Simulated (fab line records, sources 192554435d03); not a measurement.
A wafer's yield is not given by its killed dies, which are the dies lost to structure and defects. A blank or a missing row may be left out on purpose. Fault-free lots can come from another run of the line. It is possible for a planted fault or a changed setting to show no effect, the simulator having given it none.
fab line records || flow n5-finfet
[record] {"lots": 5, "wafers": 15, "last-day": 16}
route steps=1938 shown WELL_APT@46 PMOS_HMC_CHANNEL_EPI@57 SD_EPI_N@284 BEOL_M4@1111 PASSIVATION@1936
lots that met no fault: taken from a fault-free run of the same line
start-h: the number of hours between the record's first day and the start of the first shown wafer of the lot || wait-h: time in hours since the lot's previous step || " the same as in the row above || L1.1+2: several wafers, shown together as one row || - no value, or no start given || * or withheld: withheld || < > ~ a bound
route shown NAME@n: names a module that has steps shown in the file, with the first one's number in the route || usual: average and standard deviation across the fault-free wafers || same: alike in all rows || chamber/n: place in a boat || sites: each site's reading || _std_site: the standard deviation of these || _edge_site: outer sites' mean less inner sites' || radius-mm: how far each site lies from the wafer's centre || mask NAME#n: copy n || behind: tool/chamber where the wafer was last shaped || hold: the reason the lot was held/the length of the hold in hours/how it ended || device: which transistor (n, p or np) failed to switch || end of line: the route-end tests of the same wafers || step lacking rows: just its recipe || killed: dies that structure and defects cost at the first sort, which is not the same as the wafer's yield || map: a wafer's dies, marking killed ones x, the rest . and places with no die _
set.NAME: the setting that was run; set.NAME@STEP: the one run at that earlier step || model.NAME: the simulator's own value behind a step, which no gauge read
a table for each step, a row for each wafer; lots at some steps of the route
[[steps]]
[step N5_WELL_APT_DESCUM_30]
[recipe] {"chemistry": "O2", "time-s": 7.9, "source-power-w": 50, "bias-power-w": 20, "pressure-mtorr": 20, "rf-frequency-hz": 2.712e+07, "temp-c": 40, "o2-flow-sccm": 225}
[step N5_WELL_APT_IMPLANT_31]
[recipe] {"species": "B", "energy-kev": 60, "dose-cm2": 1.5e+13, "tilt-deg": 0, "rotation-deg": 0}
[step N5_WELL_APT_IMPLANT_32]
[recipe] {"species": "BF2", "energy-kev": 50, "dose-cm2": 2e+13, "tilt-deg": 0, "rotation-deg": 0}
[step N5_WELL_APT_STRIP_33]
[recipe] {"chemistry": "SPM", "time-s": 900, "temp-c": 130, "h2so4-h2o2-vol-ratio": 4, "dry": "ipa-marangoni"}
[step N5_WELL_APT_RTA_34]
[recipe] {"temp-c": 1000, "time-s": 10, "ambient": "N2", "idle-temp-c": 600, "ramp-up-c-per-s": 150, "ramp-down-c-per-s": 60, "cool-to-c": 600}
[step N5_WELL_APT_OXIDE_STRIP_42]
[recipe] {"chemistry": "dHF", "dilution": "25:1", "time-s": 45, "temp-c": 25, "target": "SiO2", "target-depth-a": 120}
[step N5_WELL_APT_PRECLEAN_36]
[recipe] {"chemistry": "O3/DIW", "time-s": 45, "temp-c": 22, "o3-ppm": 10}
[step N5_WELL_APT_PRECLEAN_39]
[recipe] {"chemistry": "dHF", "time-s": 60, "dilution": "150:1", "temp-c": 25}
[step N5_WELL_APT_SRD_37]
[recipe] {"dry": "ipa-marangoni", "do-ppb": 5, "time-s": 30, "temp-c": 23, "rinse-liquid": "diw"}
[step N5_WELL_APT_EPI_41]
[recipe] {"material": "Si", "target-thk-a": 500, "temp-c": 650, "precursor": "SiH4/H2", "pressure-torr": 20, "time-s": 297.7}
[usual] {"lamp-inner-pct": "14.1/1.3", "throttle-valve-pct": "11.6/0.34"}
{"lot.wafer": "L913.3", "tool": "epi-rpcvd-01", "chamber": 0, "start-h": 16.53, "wait-h": 0.2, "lamp-inner-pct": 13.1, "throttle-valve-pct": 11.7, "model.Si_of_WELL_APT_EPI_41.thk-nm": 49.94}
{"lot.wafer": "L913.4", "tool": "epi-rpcvd-01", "chamber": 0, "start-h": 16.53, "wait-h": 0.2, "lamp-inner-pct": 13.1, "throttle-valve-pct": 12.0, "model.Si_of_WELL_APT_EPI_41.thk-nm": 50.62}
{"lot.wafer": "L913.5", "tool": "epi-rpcvd-01", "chamber": 0, "start-h": 16.53, "wait-h": 0.2, "lamp-inner-pct": 13.0, "throttle-valve-pct": 12.0, "model.Si_of_WELL_APT_EPI_41.thk-nm": 50.68}
{"lot.wafer": "L918.2", "tool": "epi-rpcvd-01", "chamber": 0, "start-h": 46.07, "wait-h": 0.1, "lamp-inner-pct": 13.0, "throttle-valve-pct": 11.9, "model.Si_of_WELL_APT_EPI_41.thk-nm": 39.35}
{"lot.wafer": "L918.4", "tool": "epi-rpcvd-01", "chamber": 0, "start-h": 46.07, "wait-h": 0.1, "lamp-inner-pct": 13.1, "throttle-valve-pct": 11.7, "model.Si_of_WELL_APT_EPI_41.thk-nm": 40.13}
{"lot.wafer": "L918.6", "tool": "epi-rpcvd-01", "chamber": 0, "start-h": 46.07, "wait-h": 0.1, "lamp-inner-pct": 13.1, "throttle-valve-pct": 12.0, "model.Si_of_WELL_APT_EPI_41.thk-nm": 39.2}
{"lot.wafer": "L919.1", "tool": "epi-rpcvd-01", "chamber": 0, "start-h": 52.41, "wait-h": 0.0, "lamp-inner-pct": 13.2, "throttle-valve-pct": 12.3, "model.Si_of_WELL_APT_EPI_41.thk-nm": 40.59}
{"lot.wafer": "L919.2", "tool": "epi-rpcvd-01", "chamber": 0, "start-h": 52.41, "wait-h": 0.0, "lamp-inner-pct": 13.0, "throttle-valve-pct": 11.8, "model.Si_of_WELL_APT_EPI_41.thk-nm": 40.09}
{"lot.wafer": "L919.3", "tool": "epi-rpcvd-01", "chamber": 0, "start-h": 52.41, "wait-h": 0.0, "lamp-inner-pct": 13.2, "throttle-valve-pct": 12.0, "model.Si_of_WELL_APT_EPI_41.thk-nm": 40.08}
{"lot.wafer": "L921.1", "tool": "epi-rpcvd-01", "chamber": 0, "start-h": 64.25, "wait-h": 0.0, "lamp-inner-pct": 13.1, "throttle-valve-pct": 11.8, "model.Si_of_WELL_APT_EPI_41.thk-nm": 41.01}
{"lot.wafer": "L921.4", "tool": "epi-rpcvd-01", "chamber": 0, "start-h": 64.25, "wait-h": 0.0, "lamp-inner-pct": 13.1, "throttle-valve-pct": 12.0, "model.Si_of_WELL_APT_EPI_41.thk-nm": 40.5}
{"lot.wafer": "L921.6", "tool": "epi-rpcvd-01", "chamber": 0, "start-h": 64.25, "wait-h": 0.0, "lamp-inner-pct": 13.0, "throttle-valve-pct": 11.5, "model.Si_of_WELL_APT_EPI_41.thk-nm": 39.88}
{"lot.wafer": "L925.2", "tool": "epi-rpcvd-02", "chamber": 0, "start-h": 88.56, "wait-h": 0.1, "lamp-inner-pct": 14.0, "throttle-valve-pct": 11.3, "model.Si_of_WELL_APT_EPI_41.thk-nm": 50.32}
{"lot.wafer": "L925.5", "tool": "epi-rpcvd-02", "chamber": 0, "start-h": 88.56, "wait-h": 0.1, "lamp-inner-pct": 13.9, "throttle-valve-pct": 11.2, "model.Si_of_WELL_APT_EPI_41.thk-nm": 49.82}
{"lot.wafer": "L925.6", "tool": "epi-rpcvd-02", "chamber": 0, "start-h": 88.56, "wait-h": 0.1, "lamp-inner-pct": 13.9, "throttle-valve-pct": 11.5, "model.Si_of_WELL_APT_EPI_41.thk-nm": 50.17}
[step N5_PMOS_HMC_CHANNEL_EPI_HM_DEP_34]
[recipe] {"material": "SiO2", "target-thk-a": 360, "temp-c": 400, "precursor": "TEOS/O2", "pressure-torr": 6.5, "rf-w": 900, "teos-flow-sccm": 161.4, "gas": "O2", "flow-sccm": 2650, "time-s": 6.9}
[step N5_PMOS_HMC_CHANNEL_EPI_COAT_31]
[recipe] {"resist": "BARC", "temp-c": 205, "time-s": 60, "spin-rpm": 1500, "resist-thk-nm": 66}
[step N5_PMOS_HMC_CHANNEL_EPI_COAT_03]
[recipe] {"resist": "CAR-ArF-block", "spin-rpm": 1500, "resist-thk-nm": 205}
[step N5_PMOS_HMC_CHANNEL_EPI_EBR_05]
[recipe] {"solvent": "PGMEA", "ebr-width-mm": 1.5}
[step N5_PMOS_HMC_CHANNEL_EPI_SOFTBAKE_04]
[recipe] {"temp-c": 110, "time-s": 60, "resist": "CAR-ArF-block"}
[step N5_PMOS_HMC_CHANNEL_EPI_EXPOSE_06]
[recipe] {"mask-id": "PMOS_HMC_BLK", "na": 1.35, "source-shape": "conventional", "sigma-outer": 0.8, "polarization": "unpolarized", "target-cd-nm": 240, "dose-mj": 41}
[step N5_PMOS_HMC_CHANNEL_EPI_PEB_07]
[recipe] {"peb-temp-c": 110, "peb-time-s": 60, "resist": "CAR-ArF-block"}
[step N5_PMOS_HMC_CHANNEL_EPI_DEVELOP_08]
[recipe] {"develop-time-s": 30, "developer": "TMAH", "resist": "CAR-ArF-block", "dev-temp-c": 23, "rinse-liquid": "diw", "dry": "air-spin"}
[step N5_PMOS_HMC_CHANNEL_EPI_DESCUM_14]
[recipe] {"chemistry": "O2", "time-s": 7.9, "source-power-w": 50, "bias-power-w": 20, "pressure-mtorr": 20, "rf-frequency-hz": 2.712e+07, "temp-c": 40, "resist": "CAR-ArF-block", "o2-flow-sccm": 225}
[step N5_PMOS_HMC_CHANNEL_EPI_ETCH_32]
[recipe] {"chemistry": "N2/H2", "target": "BARC", "stop-on": "SiO2", "target-depth-a": 858, "over-etch-frac": 0.3, "time-s": 50.3, "ion-energy-ev": 200, "mask-material": "CAR-ArF-block", "pressure-mtorr": 30, "source-w": 840, "bias-w": 150, "n2-flow-sccm": 200, "h2-flow-sccm": 200}
[step N5_PMOS_HMC_CHANNEL_EPI_HM_OPEN_15]
[recipe] {"chemistry": "CHF3/O2", "target": "SiO2", "mask-material": "CAR-ArF-block", "target-depth-a": 406, "CHF3_flow_sccm": 50, "O2_flow_sccm": 5, "Ar_flow_sccm": 200, "time-s": 20.3, "pressure-mtorr": 30, "source-w": 650, "bias-w": 170, "ion-energy-ev": 200}
[step N5_PMOS_HMC_CHANNEL_EPI_STRIP_33]
[recipe] {"chemistry": "N2/H2", "power-w": 500, "temp-c": 40, "pressure-mtorr": 50, "rf-frequency-hz": 6e+07, "overash-fraction": 0.3, "bias-power-w": 8, "h2-frac": 0.5, "n2-flow-sccm": 300, "h2-flow-sccm": 300}
[step N5_PMOS_HMC_CHANNEL_EPI_STRIP_17]
[recipe] {"chemistry": "SPM", "time-s": 750, "temp-c": 130, "h2so4-h2o2-vol-ratio": 4, "dry": "ipa-marangoni"}
[step N5_PMOS_HMC_CHANNEL_EPI_ETCH_38]
[recipe] {"chemistry": "CF4", "target": "SiO2", "target-depth-a": 15, "ion-energy-ev": 350, "pressure-mtorr": 10, "icp-w": 800, "bias-w": 400, "cf4-flow-sccm": 80}
[step N5_PMOS_HMC_CHANNEL_EPI_FIN_RECESS_16]
[recipe] {"chemistry": "HBr/Cl2", "target": "Si", "mask-material": "SiO2", "target-depth-a": 540, "time-s": 18, "pressure-mtorr": 10, "icp-w": 800, "bias-w": 75, "HBr_flow_sccm": 150, "Cl2_flow_sccm": 80}
[step N5_PMOS_HMC_CHANNEL_EPI_PRECLEAN_36]
[recipe] {"chemistry": "O3/DIW", "time-s": 45, "temp-c": 22, "o3-ppm": 10}
[step N5_PMOS_HMC_CHANNEL_EPI_PRECLEAN_18]
[recipe] {"chemistry": "DHF", "time-s": 30, "temp-c": 25, "dilution": "withheld"}
[step N5_PMOS_HMC_CHANNEL_EPI_SRD_19]
[recipe] {"dry": "ipa-marangoni", "do-ppb": 5, "time-s": 30, "temp-c": 23, "rinse-liquid": "diw"}
[step N5_PMOS_HMC_CHANNEL_EPI_EPI_20]
[recipe] {"material": "SiGe30", "mask-material": "SiO2", "pressure-torr": 20, "target-thk-a": 590, "temp-c": 600}
[step N5_PMOS_HMC_CHANNEL_EPI_HM_STRIP_35]
[recipe] {"chemistry": "dHF", "temp-c": 25, "material": "SiO2", "target": "SiO2", "target-depth-a": 396, "time-s": 216}
[step N5_PMOS_HMC_CHANNEL_EPI_SRD_39]
[recipe] {"dry": "ipa-marangoni", "time-s": 30, "temp-c": 23, "rinse-liquid": "diw"}
[step N5_PMOS_HMC_CHANNEL_EPI_CMP_21]
[recipe] {"material": "SiGe30", "post-cmp-clean": "alkaline-brush", "target-thk-nm": 54}
[step N5_PMOS_HMC_CHANNEL_EPI_PRECLEAN_40]
[recipe] {"chemistry": "DHF", "time-s": 30, "temp-c": 25, "dilution": "withheld"}
[step N5_PMOS_HMC_CHANNEL_EPI_PRECLEAN_37]
[recipe] {"chemistry": "O3/DIW", "time-s": 45, "temp-c": 22, "o3-ppm": 10}
[step N5_SD_EPI_N_STRIP_18]
[recipe] {"chemistry": "SPM", "time-s": 750, "temp-c": 130, "h2so4-h2o2-vol-ratio": 4}
{"lot.wafer": "L913.3", "tool": "wet-bench-04", "chamber": 0, "start-h": 49.52, "wait-h": 0.0, "model.Si_of_WELL_APT_EPI_41.thk-nm": 8.4}
{"lot.wafer": "L913.4", "tool": "wet-bench-04", "chamber": 3, "start-h": 49.52, "wait-h": 0.0, "model.Si_of_WELL_APT_EPI_41.thk-nm": 8.6}
{"lot.wafer": "L913.5", "tool": "wet-bench-04", "chamber": 5, "start-h": 49.52, "wait-h": 0.0, "model.Si_of_WELL_APT_EPI_41.thk-nm": 9}
{"lot.wafer": "L918.2+6", "tool": "wet-bench-04", "chamber": "7,2", "start-h": 80.51, "wait-h": 0.0, "model.Si_of_WELL_APT_EPI_41.thk-nm": 5.2}
{"lot.wafer": "L918.4", "tool": "wet-bench-04", "chamber": 4, "start-h": 80.51, "wait-h": 0.0, "model.Si_of_WELL_APT_EPI_41.thk-nm": 5}
{"lot.wafer": "L919.1", "tool": "wet-bench-03", "chamber": 1, "start-h": 85.27, "wait-h": 0.0, "model.Si_of_WELL_APT_EPI_41.thk-nm": 4.8}
{"lot.wafer": "L919.2+3", "tool": "wet-bench-03", "chamber": "0,7", "start-h": 85.27, "wait-h": 0.0, "model.Si_of_WELL_APT_EPI_41.thk-nm": 5}
{"lot.wafer": "L921.1+4", "tool": "wet-bench-04", "chamber": "7,5", "start-h": 97.56, "wait-h": 0.0, "model.Si_of_WELL_APT_EPI_41.thk-nm": 4.8}
{"lot.wafer": "L921.6", "tool": "wet-bench-04", "chamber": 4, "start-h": 97.56, "wait-h": 0.0, "model.Si_of_WELL_APT_EPI_41.thk-nm": 5}
{"lot.wafer": "L925.2", "tool": "wet-bench-03", "chamber": 3, "start-h": 128.07, "wait-h": 0.0, "model.Si_of_WELL_APT_EPI_41.thk-nm": 9}
{"lot.wafer": "L925.5", "tool": "wet-bench-03", "chamber": 5, "start-h": 128.07, "wait-h": 0.0, "model.Si_of_WELL_APT_EPI_41.thk-nm": 8}
{"lot.wafer": "L925.6", "tool": "wet-bench-03", "chamber": 0, "start-h": 128.07, "wait-h": 0.0, "model.Si_of_WELL_APT_EPI_41.thk-nm": 9.2}
[step N5_BEOL_M4_RC_MEAS_101]
[usual] {"CJ_N": "4.33/0.09", "CJ_P": "5.82/0.13", "DIBL_N": "36.0/1.4", "DIBL_P": "36.1/1.4", "IOFF_N": "0.153/0.02", "IOFF_P": "0.211/0.026", "ION_N": "673/8.7", "ION_P": "463/6.7", "RS_PWELL": "3013/25", "SS_N": "71.5/0.5", "SS_P": "73.3/0.54", "VT_N": "250.1/2.4", "VT_P": "-250.2/2.9"}
{"lot.wafer": "L913.3", "tool": "prober-02", "chamber": 0, "start-h": 180.82, "wait-h": 0.3, "CJ_N": 4.28, "CJ_P": 5.96, "DIBL_N[mV/V]": 36.3, "DIBL_P[mV/V]": 37.8, "IOFF_N[nA/um]": 0.170, "IOFF_P[nA/um]": 0.253, "ION_N[uA/um]": 683, "ION_P[uA/um]": 475, "RS_PWELL[ohm/sq]": 2993, "SS_N[mV/dec]": 71.2, "SS_P[mV/dec]": 73.8, "VT_N[mV]": 247.7, "VT_P[mV]": -246.8}
{"lot.wafer": "L913.4", "tool": "prober-02", "chamber": 0, "start-h": 180.82, "wait-h": 0.3, "CJ_N": 4.32, "CJ_P": 5.90, "DIBL_N[mV/V]": 34.4, "DIBL_P[mV/V]": 34.7, "IOFF_N[nA/um]": 0.137, "IOFF_P[nA/um]": 0.206, "ION_N[uA/um]": 671, "ION_P[uA/um]": 467, "RS_PWELL[ohm/sq]": 3002, "SS_N[mV/dec]": 70.9, "SS_P[mV/dec]": 72.8, "VT_N[mV]": 251.5, "VT_P[mV]": -247.3}
{"lot.wafer": "L913.5", "tool": "prober-02", "chamber": 0, "start-h": 180.82, "wait-h": 0.3, "CJ_N": 4.32, "CJ_P": 5.81, "DIBL_N[mV/V]": 34.2, "DIBL_P[mV/V]": 34.9, "IOFF_N[nA/um]": 0.133, "IOFF_P[nA/um]": 0.196, "ION_N[uA/um]": 670, "ION_P[uA/um]": 473, "RS_PWELL[ohm/sq]": 2996, "SS_N[mV/dec]": 71.3, "SS_P[mV/dec]": 72.8, "VT_N[mV]": 251.0, "VT_P[mV]": -250.0}
{"lot.wafer": "L918.4", "tool": "prober-02", "chamber": 0, "start-h": 213.67, "wait-h": 0.5, "CJ_N": 5.01, "CJ_P": 3.98, "DIBL_N[mV/V]": 36.2, "DIBL_P[mV/V]": 36.0, "IOFF_N[nA/um]": 0.130, "IOFF_P[nA/um]": 0.205, "ION_N[uA/um]": 643, "ION_P[uA/um]": 464, "RS_PWELL[ohm/sq]": 3153, "SS_N[mV/dec]": 71.0, "SS_P[mV/dec]": 72.8, "VT_N[mV]": 253.7, "VT_P[mV]": -252.3}
{"lot.wafer": "L918.6", "tool": "prober-02", "chamber": 0, "start-h": 213.67, "wait-h": 0.5, "CJ_N": 4.97, "CJ_P": 4.06, "DIBL_N[mV/V]": 38.1, "DIBL_P[mV/V]": 39.0, "IOFF_N[nA/um]": 0.159, "IOFF_P[nA/um]": 0.245, "ION_N[uA/um]": 650, "ION_P[uA/um]": 465, "RS_PWELL[ohm/sq]": 3189, "SS_N[mV/dec]": 71.4, "SS_P[mV/dec]": 73.5, "VT_N[mV]": 250.4, "VT_P[mV]": -250.7}
{"lot.wafer": "L919.1", "tool": "prober-01", "chamber": 0, "start-h": 216.60, "wait-h": 0.0, "CJ_N": 5.01, "CJ_P": 4.53, "DIBL_N[mV/V]": 34.8, "DIBL_P[mV/V]": 35.8, "IOFF_N[nA/um]": 0.120, "IOFF_P[nA/um]": 0.202, "ION_N[uA/um]": 645, "ION_P[uA/um]": 468, "RS_PWELL[ohm/sq]": 3139, "SS_N[mV/dec]": 70.6, "SS_P[mV/dec]": 72.7, "VT_N[mV]": 254.9, "VT_P[mV]": -251.5}
{"lot.wafer": "L919.2", "tool": "prober-01", "chamber": 0, "start-h": 216.60, "wait-h": 0.0, "CJ_N": 5.03, "CJ_P": 4.26, "DIBL_N[mV/V]": 34.7, "DIBL_P[mV/V]": 34.7, "IOFF_N[nA/um]": 0.114, "IOFF_P[nA/um]": 0.191, "ION_N[uA/um]": 639, "ION_P[uA/um]": 461, "RS_PWELL[ohm/sq]": 3113, "SS_N[mV/dec]": 71.3, "SS_P[mV/dec]": 72.5, "VT_N[mV]": 255.6, "VT_P[mV]": -249.9}
{"lot.wafer": "L921.1", "tool": "prober-01", "chamber": 0, "start-h": 239.22, "wait-h": 0.0, "CJ_N": 5.04, "CJ_P": 4.21, "DIBL_N[mV/V]": 35.8, "DIBL_P[mV/V]": 37.4, "IOFF_N[nA/um]": 0.148, "IOFF_P[nA/um]": 0.230, "ION_N[uA/um]": 656, "ION_P[uA/um]": 471, "RS_PWELL[ohm/sq]": 3118, "SS_N[mV/dec]": 70.9, "SS_P[mV/dec]": 73.5, "VT_N[mV]": 252.9, "VT_P[mV]": -249.2}
{"lot.wafer": "L921.4", "tool": "prober-01", "chamber": 0, "start-h": 239.22, "wait-h": 0.0, "CJ_N": 4.95, "CJ_P": 4.49, "DIBL_N[mV/V]": 36.1, "DIBL_P[mV/V]": 37.6, "IOFF_N[nA/um]": 0.141, "IOFF_P[nA/um]": 0.232, "ION_N[uA/um]": 652, "ION_P[uA/um]": 464, "RS_PWELL[ohm/sq]": 3126, "SS_N[mV/dec]": 70.9, "SS_P[mV/dec]": 73.4, "VT_N[mV]": 254.9, "VT_P[mV]": -246.0}
{"lot.wafer": "L921.6", "tool": "prober-01", "chamber": 0, "start-h": 239.22, "wait-h": 0.0, "CJ_N": 4.98, "CJ_P": 4.39, "DIBL_N[mV/V]": 37.6, "DIBL_P[mV/V]": 39.3, "IOFF_N[nA/um]": 0.172, "IOFF_P[nA/um]": 0.264, "ION_N[uA/um]": 663, "ION_P[uA/um]": 475, "RS_PWELL[ohm/sq]": 3159, "SS_N[mV/dec]": 72.4, "SS_P[mV/dec]": 73.9, "VT_N[mV]": 250.1, "VT_P[mV]": -245.9}
{"lot.wafer": "L925.2", "tool": "prober-02", "chamber": 0, "start-h": 272.88, "wait-h": 0.4, "CJ_N": 4.30, "CJ_P": 5.87, "DIBL_N[mV/V]": 36.4, "DIBL_P[mV/V]": 36.5, "IOFF_N[nA/um]": 0.174, "IOFF_P[nA/um]": 0.230, "ION_N[uA/um]": 685, "ION_P[uA/um]": 469, "RS_PWELL[ohm/sq]": 3026, "SS_N[mV/dec]": 71.9, "SS_P[mV/dec]": 73.8, "VT_N[mV]": 246.1, "VT_P[mV]": -248.7}
{"lot.wafer": "L925.5", "tool": "prober-02", "chamber": 0, "start-h": 272.88, "wait-h": 0.4, "CJ_N": 4.34, "CJ_P": 5.72, "DIBL_N[mV/V]": 35.9, "DIBL_P[mV/V]": 36.3, "IOFF_N[nA/um]": 0.164, "IOFF_P[nA/um]": 0.224, "ION_N[uA/um]": 677, "ION_P[uA/um]": 470, "RS_PWELL[ohm/sq]": 3036, "SS_N[mV/dec]": 72.1, "SS_P[mV/dec]": 73.0, "VT_N[mV]": 247.6, "VT_P[mV]": -250.6}
{"lot.wafer": "L925.6", "tool": "prober-02", "chamber": 0, "start-h": 272.88, "wait-h": 0.4, "CJ_N": 4.22, "CJ_P": 5.73, "DIBL_N[mV/V]": 34.3, "DIBL_P[mV/V]": 34.4, "IOFF_N[nA/um]": 0.142, "IOFF_P[nA/um]": 0.192, "ION_N[uA/um]": 664, "ION_P[uA/um]": 461, "RS_PWELL[ohm/sq]": 3036, "SS_N[mV/dec]": 71.4, "SS_P[mV/dec]": 73.1, "VT_N[mV]": 251.3, "VT_P[mV]": -252.7}
[step N5_PASSIVATION_PROBE_49]
[usual] {"defect-limited-yield": "91.2/1.4", "killed_at_M0_to_M3": "34/9.7", "killed_at_M4_up": "14/5.2", "killed-at-contacts": "13/6.7", "killed-at-front-end": "39/11", "killed-at-other": "3.6/2.6", "killed-dies": "104/17", "killed-open": "69/12", "killed-short": "34/8.2", "sort_bin_5_function": "5.3/0.89", "sort_bin_6_memory": "3.2/0.69", "sort_bin_8_speed": "0/0", "sort-n-pass": "1076/17", "sort-yield-pct": "91.2/1.4"}
[same] {"gross-dies": 1180, "killed-at-back-side": 0, "sort_bin_4_leakage[%]": 0}
{"lot.wafer": "L913.3", "tool": "prober-02", "chamber": "-", "start-h": 283.07, "wait-h": 0.1, "defect-limited-yield[%]": 91.3, "killed_at_M0_to_M3": 19, "killed_at_M4_up": 12, "killed-at-contacts": 15, "killed-at-front-end": 53, "killed-at-other": 4, "killed-dies": 103, "killed-open": 73, "killed-short": 30, "sort_bin_5_function[%]": 5.5, "sort_bin_6_memory[%]": 3.1, "sort_bin_8_speed[%]": 0, "sort-n-pass": 1077, "sort-yield-pct[%]": 91.3}
{"lot.wafer": "L913.4", "tool": "prober-02", "chamber": "-", "start-h": 283.12, "wait-h": 0.2, "defect-limited-yield[%]": 91.3, "killed_at_M0_to_M3": 32, "killed_at_M4_up": 12, "killed-at-contacts": 15, "killed-at-front-end": 38, "killed-at-other": 6, "killed-dies": 103, "killed-open": 61, "killed-short": 42, "sort_bin_5_function[%]": 4.9, "sort_bin_6_memory[%]": 3.3, "sort_bin_8_speed[%]": 0, "sort-n-pass": 1077, "sort-yield-pct[%]": 91.3}
{"lot.wafer": "L913.5", "tool": "prober-02", "chamber": "-", "start-h": 283.17, "wait-h": 0.2, "defect-limited-yield[%]": 93.1, "killed_at_M0_to_M3": 21, "killed_at_M4_up": 7, "killed-at-contacts": 9, "killed-at-front-end": 37, "killed-at-other": 7, "killed-dies": 81, "killed-open": 53, "killed-short": 28, "sort_bin_5_function[%]": 4.5, "sort_bin_6_memory[%]": 2.1, "sort_bin_8_speed[%]": 0, "sort-n-pass": 1099, "sort-yield-pct[%]": 93.1}
{"lot.wafer": "L918.4", "tool": "prober-01", "chamber": "-", "start-h": 323.55, "wait-h": 0.2, "defect-limited-yield[%]": 91.9, "killed_at_M0_to_M3": 29, "killed_at_M4_up": 11, "killed-at-contacts": 12, "killed-at-front-end": 37, "killed-at-other": 6, "killed-dies": 95, "killed-open": 71, "killed-short": 24, "sort_bin_5_function[%]": 5.3, "sort_bin_6_memory[%]": 2.7, "sort_bin_8_speed[%]": 0.08, "sort-n-pass": 1084, "sort-yield-pct[%]": 91.9}
{"lot.wafer": "L918.6", "tool": "prober-01", "chamber": "-", "start-h": 323.65, "wait-h": 0.3, "defect-limited-yield[%]": 91.9, "killed_at_M0_to_M3": 28, "killed_at_M4_up": 8, "killed-at-contacts": 18, "killed-at-front-end": 30, "killed-at-other": 11, "killed-dies": 95, "killed-open": 67, "killed-short": 28, "sort_bin_5_function[%]": 5.3, "sort_bin_6_memory[%]": 2.4, "sort_bin_8_speed[%]": 0, "sort-n-pass": 1085, "sort-yield-pct[%]": 91.9}
{"lot.wafer": "L925.2", "tool": "prober-01", "chamber": "-", "start-h": 386.48, "wait-h": 0.1, "defect-limited-yield[%]": 88.9, "killed_at_M0_to_M3": 40, "killed_at_M4_up": 19, "killed-at-contacts": 24, "killed-at-front-end": 42, "killed-at-other": 6, "killed-dies": 131, "killed-open": 86, "killed-short": 45, "sort_bin_5_function[%]": 5.8, "sort_bin_6_memory[%]": 4.7, "sort_bin_8_speed[%]": 0, "sort-n-pass": 1049, "sort-yield-pct[%]": 88.9}
{"lot.wafer": "L925.5", "tool": "prober-01", "chamber": "-", "start-h": 386.63, "wait-h": 0.2, "defect-limited-yield[%]": 90.8, "killed_at_M0_to_M3": 42, "killed_at_M4_up": 25, "killed-at-contacts": 12, "killed-at-front-end": 28, "killed-at-other": 1, "killed-dies": 108, "killed-open": 78, "killed-short": 30, "sort_bin_5_function[%]": 5.5, "sort_bin_6_memory[%]": 3.4, "sort_bin_8_speed[%]": 0, "sort-n-pass": 1072, "sort-yield-pct[%]": 90.8}
// killed by level:class
L913.3 FIN_SAQP:geometric-particle:open=22 MOL_CONTACT_COAG:geometric-particle:open=14 FIN_SAQP:geometric-particle:short=11 BEOL_M4:geometric-particle:open=8 STI_FIN_REVEAL:geometric-particle:open=6 BEOL_M2:geometric-particle:short=5 GATE_CUT:geometric-particle:open=4 BEOL_M1:geometric-particle:open=4
L913.4 MOL_CONTACT_COAG:geometric-particle:open=12 FIN_SAQP:geometric-particle:open=9 BEOL_M0_SAQP:geometric-particle:short=9 GATE_CUT:geometric-particle:short=6 BEOL_M0_SAQP:geometric-particle:open=6 BEOL_M1:geometric-particle:open=6 FIN_SAQP:geometric-particle:short=5 STI_FIN_REVEAL:geometric-particle:short=4
L913.5 BEOL_M1:geometric-particle:open=9 STI_FIN_REVEAL:geometric-particle:open=8 MOL_CONTACT_COAG:geometric-particle:open=7 FIN_SAQP:geometric-particle:open=5 GATE_CUT:geometric-particle:short=5 FIN_SAQP:geometric-particle:short=4 BEOL_M4:geometric-particle:open=4 DUMMY_GATE:geometric-particle:open=3
L918.4 FIN_SAQP:geometric-particle:open=14 MOL_CONTACT_COAG:geometric-particle:open=9 BEOL_M4:geometric-particle:open=9 BEOL_M2:geometric-particle:open=7 BEOL_M3:geometric-particle:open=7 STI_FIN_REVEAL:geometric-particle:open=5 BEOL_M3:geometric-particle:short=5 FIN_SAQP:geometric-particle:short=4
L918.6 MOL_CONTACT_COAG:geometric-particle:open=14 BEOL_M2:geometric-particle:open=11 BEOL_M3:geometric-particle:open=10 FIN_SAQP:geometric-particle:open=6 GATE_CUT:geometric-particle:short=6 GATE_CUT:geometric-particle:open=5 MIM_TOP:geometric-particle:open=5 STI_FIN_REVEAL:geometric-particle:open=4
L925.2 MOL_CONTACT_COAG:geometric-particle:open=18 BEOL_M0_SAQP:geometric-particle:open=13 BEOL_M4:geometric-particle:open=11 FIN_SAQP:geometric-particle:short=10 BEOL_M0_SAQP:geometric-particle:short=10 STI_FIN_REVEAL:geometric-particle:open=8 BEOL_M2:geometric-particle:open=7 FIN_SAQP:geometric-particle:open=6
L925.5 BEOL_M4:geometric-particle:open=16 BEOL_M0_SAQP:geometric-particle:open=11 MOL_CONTACT_COAG:geometric-particle:open=10 BEOL_M0_SAQP:geometric-particle:short=9 BEOL_M2:geometric-particle:open=9 FIN_SAQP:geometric-particle:open=6 STI_FIN_REVEAL:geometric-particle:open=5 ILD0:geometric-particle:open=4
[[key]]
[first-sign] {"step": "N5_BEOL_M4_RC_MEAS_101", "reading": "CJ_P", "direction": "down", "sigmas": 12, "usual": 5.82, "struck": 4.27}
[effect] {"step": "N5_BEOL_M4_RC_MEAS_101", "reading": "CJ_N", "direction": "up", "sigmas": 7.5, "usual": 4.33, "struck": 5.00}
[effect] {"step": "N5_BEOL_M4_RC_MEAS_101", "reading": "RS_PWELL", "direction": "up", "sigmas": 5.2, "usual": 3013, "struck": 3143}
[effect] {"step": "N5_BEOL_M4_RC_MEAS_101", "reading": "ION_N", "direction": "down", "sigmas": 2.7, "usual": 673, "struck": 650}
[model-effect] {"step": "N5_WELL_APT_EPI_41", "value": "Si_of_WELL_APT_EPI_41.thk-nm", "without": 50.31, "struck": 40.09}
[model-effect] {"step": "N5_SD_EPI_N_STRIP_18", "value": "Si_of_WELL_APT_EPI_41.thk-nm", "without": 8.667, "struck": 4.978}
met-at N5_WELL_APT_EPI_41
struck-wafers L918.2,L918.4,L918.6,L919.1,L919.2,L919.3,L921.1,L921.4,L921.6
rows-end L918.2,L919.1,L919.2,L919.3
onset-between 16.53 46.07
[fault] {"kind": "process-parameter-drift", "tool": "epi-rpcvd-01", "chamber": "-", "onset-h": 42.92, "steps": "N5_WELL_APT_EPI_41", "channel": "target-thk-a", "offset": "*", "shape": "step", "acts-in": "*", "stated": "*"}
// rows-end: these wafers met a further fault down the route, and their rows from its step on are left out
